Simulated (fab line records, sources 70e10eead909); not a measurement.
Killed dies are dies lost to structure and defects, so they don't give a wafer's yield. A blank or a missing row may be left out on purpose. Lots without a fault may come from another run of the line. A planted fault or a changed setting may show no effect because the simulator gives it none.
fab line records | flow nand_harc
record lots=10 wafers=30 last_day=34
route steps=1302 shown A_CHANNEL_FILL_D1@504 A_BONDPAD@1218 THIN_TSV@1272 END@1301
lots that met no fault: from a run of the same line without faults
start_h: hours from the record's first day to the start of the lot's first wafer shown | wait_h: hours since the lot's step before | " the same as in the row above | L1.1+2: a row that stands for several wafers | - no value, or no start given | * or withheld: withheld | < > ~ a bound
route shown NAME@n: a module of which the file shows steps, and the number in the route of the first | usual: mean/standard deviation of fault-free wafers | same: alike in all rows | chamber/n: place in a boat | sites: the reading at each site | _std_site: their standard deviation | _edge_site: outer sites' mean less inner sites' | radius_mm: how far each site lies from the wafer's centre | mask NAME#n: copy n | behind: the tool/chamber that last shaped the wafer | hold: why the lot was held/for how many hours/how that ended | device: the transistor (n, p or np) that didn't switch | end of line: the same wafers' tests at the end of the route | a step without rows: its recipe alone | killed: dies lost to structure and defects at the first sort, not the wafer's yield | map: a wafer's dies, x killed, . not, _ none there
set.NAME: the setting as run; set.NAME@STEP: as run at that earlier step | model.NAME: the simulator's own value behind a step, which no gauge read
steps of the route over a sample of lots; a table a step, a row a wafer
services: from which hour (start_h, from the record's first day; less than 0 if before it) a tool's chamber was out of use, for how many hours, and why
## steps
# step NHARC_A_CHANNEL_FILL_D1_CVD_05
# recipe target_thk_a=50 temp_c=550 material=poly-Si
# usual zone_power_centre_pct=8.1/0.38
# columns lot.wafer tool chamber start_h wait_h zone_power_centre_pct
L158.3 lpcvd_poly-01 0 213.91 2.3 7.9
L158.5 " 0 " " 8.0
L158.6 " 0 " " 8.1
L159.2 lpcvd_poly-04 0 231.21 2.3 7.9
L159.5 " 0 " " 7.9
L159.6 " 0 " " 7.9
L161.2 lpcvd_poly-04 0 243.39 2.7 7.9
L161.5 " 0 " " 8.0
L161.6 " 0 " " 7.9
L171.1 lpcvd_poly-04 0 353.96 2.3 7.9
L171.2 " 0 " " 7.7
L171.3 " 0 " " 7.9
L172.1 lpcvd_poly-03 0 369.26 2.4 8.7
L172.2 " 0 " " 8.7
L172.3 " 0 " " 8.9
L174.2 lpcvd_poly-04 0 381.39 2.3 7.8
L174.5 " 0 " " 8.1
L174.6 " 0 " " 7.9
L177.2 lpcvd_poly-04 0 401.46 2.3 8.0
L177.3 " 0 " " 7.7
L177.5 " 0 " " 8.0
L178.3 lpcvd_poly-04 0 411.92 2.3 7.8
L178.4 " 0 " " 7.9
L178.6 " 0 " " 8.0
L181.3 lpcvd_poly-04 0 438.80 2.3 8.0
L181.4 " 0 " " 7.9
L181.6 " 0 " " 8.0
L180.2 lpcvd_poly-04 0 472.52 2.3 7.8
L180.3 " 0 " " 7.9
L180.6 " 0 " " 7.8
# step NHARC_A_BONDPAD_DESCUM_11
# recipe time_s=3 o2_flow_sccm=200 ar_flow_sccm=0 bias_power_w=0 chemistry=O2
# usual drypump_motor_current_A=5.9/0.31 oes_product_au=1.000/0.0074 rf_vpp_V=58.0/0.83 showerhead_plenum_p_Torr=1.93/0.074 throttle_valve_pct=11.311/0.0093
# columns lot.wafer tool chamber start_h wait_h drypump_motor_current_A oes_product_au rf_hours_counter_h rf_vpp_V showerhead_plenum_p_Torr throttle_valve_pct
L158.3 rie_diel-07 3 525.24 - 5.6 0.994 8 58.7 2.01 11.310
L158.6 " 0 " " 6.3 0.992 - 58.2 1.82 11.312
L158.5 " 1 " " 5.9 0.992 - 58.4 1.99 11.306
L159.2 rie_diel-09 2 538.34 - 5.6 0.991 1 58.1 2.05 11.301
L159.6 " 0 " " 5.6 0.995 - 57.5 1.84 11.303
L159.5 " 2 " " 5.6 0.992 - 57.6 2.05 11.314
L161.2 rie_diel-07 0 551.33 - 6.2 0.989 12 56.2 1.82 11.312
L161.5 " 2 " " 6.1 0.999 - 58.2 1.94 11.313
L161.6 " 3 " " 5.6 1.002 - 59.2 2.01 11.305
L171.2 rie_diel-07 2 680.89 - 6.1 0.999 3 57.5 1.93 11.305
L171.3 " 3 " " 5.6 1.013 3 58.5 2.01 11.323
L171.1 " 1 " " 5.9 1.005 3 57.9 1.98 11.325
L172.3 rie_diel-09 2 690.13 - 5.6 1.006 0 58.8 2.05 11.298
L172.2 " 3 " " 6.4 1.004 0 58.3 1.90 11.312
L172.1 " 0 " " 5.6 1.003 0 58.5 1.84 11.287
L174.2 rie_diel-09 3 696.49 - 6.4 1.007 0 56.3 1.90 11.306
L174.6 " 2 " " 5.7 1.004 - 60.0 2.05 11.318
L174.5 " 3 " " 6.4 0.995 - 57.7 1.90 11.323
L177.3 rie_diel-07 3 702.29 - 5.6 1.009 7 57.4 2.00 11.311
L177.2 " 2 " " 6.1 1.001 7 59.8 1.93 11.309
L177.5 " 0 " " 6.3 0.996 - 58.6 1.81 11.304
L178.3 rie_diel-09 2 726.36 - 5.7 1.003 1 57.3 2.05 11.315
L178.4 " 3 " " 6.4 0.997 1 58.3 1.90 11.314
L178.6 " 2 " " 5.7 1.001 - 58.9 2.05 11.307
L181.3 rie_diel-09 0 756.89 - 5.6 1.007 3 56.9 1.84 11.307
L181.4 " 1 " " 5.8 1.006 2 58.4 1.91 11.306
L181.6 " 3 " " 6.4 1.006 - 57.1 1.90 11.307
L180.3 rie_diel-09 2 792.09 - 5.7 0.992 4 58.3 2.05 11.309
L180.2 " 3 " " 6.4 0.996 4 57.0 1.90 11.325
L180.6 " 1 " " 5.8 1.001 - 57.5 1.91 11.301
# step NHARC_THIN_TSV_PVD_19
# recipe target_thk_a=200 chamber_pressure_pa=5 material=TaN
# usual throttle_valve_pct=30.3/0.99
# columns lot.wafer tool chamber start_h wait_h throttle_valve_pct
L158.3 pvd_sputter-01 - - - 30.5
L158.6 " - " " 29.9
L158.5 " - " " 30.5
L159.2 pvd_sputter-01 - - - 27.5
L159.5 " - " " 27.6
L159.6 " - " " 29.7
L161.2 pvd_sputter-03 - - - 31.1
L161.5 " - " " 31.5
L161.6 " - " " 31.0
L171.3 pvd_sputter-02 - - - 30.2
L171.1 " - " " 30.5
L171.2 " - " " 30.9
L172.1 pvd_sputter-02 - - - 30.0
L172.3 " - " " 30.3
L172.2 " - " " 30.9
L174.2 pvd_sputter-01 - - - 30.0
L174.6 " - " " 30.1
L174.5 " - " " 28.6
L177.3 pvd_sputter-03 - - - 30.7
L177.2 " - " " 31.5
L177.5 " - " " 30.7
L178.4 pvd_sputter-01 - - - 30.2
L178.3 " - " " 30.2
L178.6 " - " " 29.4
L181.3 pvd_sputter-01 - - - 30.2
L181.4 " - " " 28.9
L181.6 " - " " 30.2
L180.2 pvd_sputter-03 - - - 31.8
L180.3 " - " " 32.1
L180.6 " - " " 31.4
# step NHARC_THIN_TSV_CD_MEAS_33
# recipe target_cd_nm=5000 landing_energy_ev=500
# usual cd_nm=4999.5/1.2
# columns lot.wafer tool chamber start_h wait_h cd_nm
L158.3 cd_sem-02 0 546.18 - 4999.4
L158.5 " 0 " " 4999.6
L158.6 " 0 " " 5000.2
L159.2 cd_sem-02 0 557.91 - 4998.0
L159.5 " 0 " " 4998.5
L159.6 " 0 " " 4998.4
L161.2 cd_sem-02 0 572.24 - 5000.6
L161.5 " 0 " " 5000.5
L161.6 " 0 " " 5001.8
L171.1 cd_sem-02 0 700.27 - 5000.0
L171.2 " 0 " " 4999.3
L171.3 " 0 " " 4998.8
L172.1 cd_sem-01 0 714.38 - 5000.4
L172.2 " 0 " " 4998.4
L172.3 " 0 " " 4998.7
L174.2 cd_sem-03 0 715.64 - 4998.4
L174.5 " 0 " " 4999.5
L174.6 " 0 " " 4999.6
L177.2 cd_sem-02 0 723.35 - 5001.0
L177.3 " 0 " " 5001.0
L177.5 " 0 " " 4999.5
L178.3 cd_sem-02 0 752.54 - 5000.9
L178.4 " 0 " " 5001.4
L178.6 " 0 " " 5000.3
L181.3 cd_sem-01 0 777.51 - 4999.6
L181.4 " 0 " " 4999.3
L181.6 " 0 " " 4998.3
L180.2 cd_sem-02 0 813.98 - 4998.7
L180.3 " 0 " " 4999.7
L180.6 " 0 " " 4998.5
# step NHARC_END_WLT_00
# usual VT_DECK1_BOTTOM=0.870/0.0077 VT_DECK1_BOTTOM_INNER=0.870/0.0079 VT_DECK1_MEDIAN_NEAR_BOTTOM=0.872/0.0072 VT_DECK1_MEDIAN_NEAR_BOTTOM_INNER=0.871/0.008 VT_DECK1_MIDDLE=0.883/0.0078 VT_DECK1_MIDDLE_INNER=0.883/0.0075 VT_DECK1_TOP=0.894/0.0084 VT_DECK1_TOP_INNER=0.895/0.0085 VT_DECK2_BOTTOM=0.874/0.0069 VT_DECK2_BOTTOM_INNER=0.874/0.0073 VT_DECK2_MEDIAN_NEAR_BOTTOM=0.874/0.0068 VT_DECK2_MEDIAN_NEAR_BOTTOM_INNER=0.875/0.0068 VT_DECK2_MIDDLE=0.887/0.0065 VT_DECK2_MIDDLE_INNER=0.886/0.0069 VT_DECK2_TOP=0.898/0.0071 VT_DECK2_TOP_INNER=0.898/0.0073
# columns lot.wafer tool chamber start_h wait_h VT_DECK1_BOTTOM VT_DECK1_BOTTOM_INNER VT_DECK1_MEDIAN_NEAR_BOTTOM VT_DECK1_MEDIAN_NEAR_BOTTOM_INNER VT_DECK1_MIDDLE VT_DECK1_MIDDLE_INNER VT_DECK1_TOP VT_DECK1_TOP_INNER VT_DECK2_BOTTOM VT_DECK2_BOTTOM_INNER VT_DECK2_MEDIAN_NEAR_BOTTOM VT_DECK2_MEDIAN_NEAR_BOTTOM_INNER VT_DECK2_MIDDLE VT_DECK2_MIDDLE_INNER VT_DECK2_TOP VT_DECK2_TOP_INNER
L158.3 prober-02 - 553.33 1.1 0.879 0.884 0.882 0.883 0.896 0.895 0.907 0.911 0.859 0.854 0.860 0.863 0.870 0.877 0.885 0.884
L158.5 " - 554.34 2.1 0.882 0.883 0.884 0.884 0.890 0.898 0.907 0.903 0.864 0.863 0.858 0.860 0.881 0.878 0.883 0.881
L158.6 " - " " 0.887 0.885 0.877 0.891 0.888 0.892 0.909 0.905 0.860 0.865 0.869 0.866 0.878 0.866 0.885 0.892
L159.2 prober-02 - 563.50 0.6 0.875 0.864 0.877 0.870 0.883 0.884 0.893 0.899 0.874 0.877 0.875 0.876 0.889 0.888 0.902 0.897
L159.5 " - 565.00 2.1 0.870 0.872 0.877 0.876 0.887 0.882 0.894 0.893 0.883 0.873 0.878 0.879 0.898 0.889 0.904 0.898
L159.6 " - " " 0.878 0.875 0.876 0.877 0.882 0.888 0.891 0.897 0.883 0.874 0.883 0.884 0.893 0.890 0.912 0.913
L161.2 prober-02 - 579.38 0.6 0.935 0.949 0.954 0.946 0.970 0.969 0.978 0.978 0.870 0.874 0.876 0.875 0.886 0.894 0.893 0.897
L161.5 " - 580.89 2.1 0.960 0.953 0.956 0.950 0.963 0.962 0.985 0.978 0.860 0.877 0.864 0.867 0.884 0.890 0.888 0.897
L161.6 " - " " 0.945 0.945 0.944 0.947 0.973 0.969 0.980 0.987 0.871 0.863 0.870 0.866 0.878 0.872 0.894 0.896
L171.1 prober-02 - 705.02 0.1 0.858 0.861 0.862 0.866 0.881 0.874 0.894 0.888 0.878 0.881 0.884 0.871 0.890 0.891 0.900 0.914
L171.2 " - " " 0.870 0.872 0.872 0.870 0.874 0.890 0.891 0.893 0.872 0.878 0.882 0.879 0.889 0.893 0.902 0.907
L171.3 " - " " 0.863 0.864 0.869 0.859 0.884 0.878 0.898 0.883 0.875 0.885 0.885 0.882 0.887 0.891 0.902 0.901
L172.1 prober-01 - 720.47 0.0 0.857 0.850 0.860 0.853 0.869 0.861 0.878 0.874 0.876 0.880 0.883 0.883 0.897 0.903 0.904 0.902
L172.2 " - " " 0.851 0.850 0.854 0.861 0.871 0.868 0.864 0.867 0.875 0.882 0.881 0.880 0.900 0.894 0.907 0.904
L172.3 " - " " 0.851 0.849 0.863 0.855 0.862 0.865 0.875 0.878 0.882 0.884 0.881 0.882 0.890 0.899 0.901 0.905
L174.2 prober-02 - 720.98 0.6 0.882 0.874 0.878 0.884 0.885 0.887 0.898 0.898 0.873 0.867 0.869 0.868 0.883 0.876 0.900 0.893
L174.5 " - 722.48 2.1 0.874 0.882 0.876 0.874 0.884 0.895 0.905 0.901 0.861 0.869 0.869 0.870 0.885 0.882 0.891 0.893
L174.6 " - " " 0.872 0.879 0.869 0.869 0.901 0.887 0.900 0.905 0.868 0.875 0.876 0.874 0.886 0.884 0.898 0.894
L177.2 prober-02 - 730.89 0.6 0.872 0.877 0.879 0.879 0.884 0.891 0.889 0.901 0.868 0.870 0.864 0.874 0.881 0.881 0.884 0.892
L177.3 " - " " 0.873 0.879 0.874 0.874 0.875 0.884 0.897 0.894 0.863 0.867 0.868 0.868 0.885 0.875 0.890 0.891
L177.5 " - " " 0.879 0.875 0.873 0.869 0.882 0.885 0.893 0.902 0.863 0.866 0.869 0.870 0.879 0.881 0.888 0.889
L178.3 prober-01 - 759.60 1.0 0.873 0.871 0.873 0.868 0.880 0.888 0.902 0.899 0.872 0.872 0.864 0.865 0.893 0.883 0.891 0.895
L178.4 " - " " 0.875 0.869 0.875 0.874 0.894 0.883 0.905 0.902 0.868 0.879 0.864 0.874 0.875 0.880 0.897 0.887
L178.6 " - 761.10 2.5 0.867 0.869 0.866 0.873 0.887 0.892 0.895 0.903 0.864 0.870 0.873 0.871 0.888 0.885 0.892 0.897
L181.3 prober-01 - 784.90 1.0 0.860 0.857 0.859 0.874 0.883 0.874 0.892 0.890 0.876 0.876 0.882 0.884 0.888 0.893 0.901 0.908
L181.4 " - " " 0.858 0.862 0.866 0.858 0.873 0.881 0.895 0.895 0.876 0.874 0.874 0.883 0.896 0.886 0.902 0.903
L181.6 " - " " 0.871 0.867 0.870 0.866 0.881 0.877 0.881 0.880 0.879 0.885 0.877 0.871 0.892 0.893 0.901 0.906
L180.2 prober-01 - 820.50 0.6 0.873 0.876 0.883 0.885 0.892 0.897 0.905 0.906 0.878 0.875 0.869 0.888 0.893 0.901 0.902 0.912
L180.3 " - " " 0.868 0.870 0.881 0.883 0.884 0.885 0.902 0.903 0.886 0.878 0.884 0.881 0.893 0.897 0.903 0.898
L180.6 " - 822.53 2.6 0.864 0.870 0.873 0.874 0.892 0.879 0.912 0.901 0.878 0.885 0.875 0.877 0.889 0.889 0.904 0.897
## services
# columns tool chamber start_h hours kind
rie_diel-09 - 194.27 0.4 repair
pvd_sputter-01 - 211.88 1.0 repair
pvd_sputter-01 - 214.40 1.0 repair
pvd_sputter-01 - 226.00 10.0 pm
rie_diel-09 1 236.52 3.6 repair
rie_diel-09 0 258.46 7.6 repair
rie_diel-07 - 284.00 0.4 repair
pvd_sputter-01 - 302.94 0.7 repair
rie_diel-09 - 320.10 9.0 pm
rie_diel-09 2 369.68 11.2 repair
rie_diel-09 0 394.76 8.2 repair
pvd_sputter-01 - 399.97 6.2 repair
rie_diel-09 0 468.96 21.8 repair
rie_diel-09 - 497.10 9.0 pm
rie_diel-09 1 518.58 29.3 repair
pvd_sputter-01 - 580.46 1.2 repair
pvd_sputter-01 - 584.16 10.0 pm
lpcvd_poly-04 - 614.95 2.6 repair
pvd_sputter-01 - 667.92 2.1 repair
rie_diel-09 - 674.10 9.0 pm
pvd_sputter-01 - 714.06 1.1 repair
rie_diel-09 - 732.05 0.3 repair
pvd_sputter-01 - 762.16 10.0 pm
lpcvd_poly-04 - 773.69 26.0 pm
## key
first_sign step=NHARC_END_WLT_00 reading=VT_DECK1_MEDIAN_NEAR_BOTTOM direction=up sigmas=11 usual=0.872 struck=0.951
effect step=NHARC_END_WLT_00 reading=VT_DECK1_MIDDLE_INNER direction=up sigmas=11 usual=0.883 struck=0.967
met_at NHARC_A_CHANNEL_FILL_D1_CVD_05
struck_lots L161
tester_left_out L161
not_acting_at NHARC_A_BONDPAD_DESCUM_11,NHARC_THIN_TSV_PVD_19,NHARC_THIN_TSV_CD_MEAS_33
onset_between 231.21 243.39
fault kind=process_parameter_drift tool=lpcvd_poly-04 chamber=- onset_h=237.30 steps=NHARC_A_CHANNEL_FILL_D1_CVD_05 channel=target_thk_a offset=* shape=step end_h=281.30 acts_in=* stated=*
# tester_left_out: of these lots the tester's yield and bins aren't shown, on N5 and GAA mostly nor the transistor test; their killed dies are dies lost to structure and defects alone, not to doping, threshold or leakage, so they don't give the yield
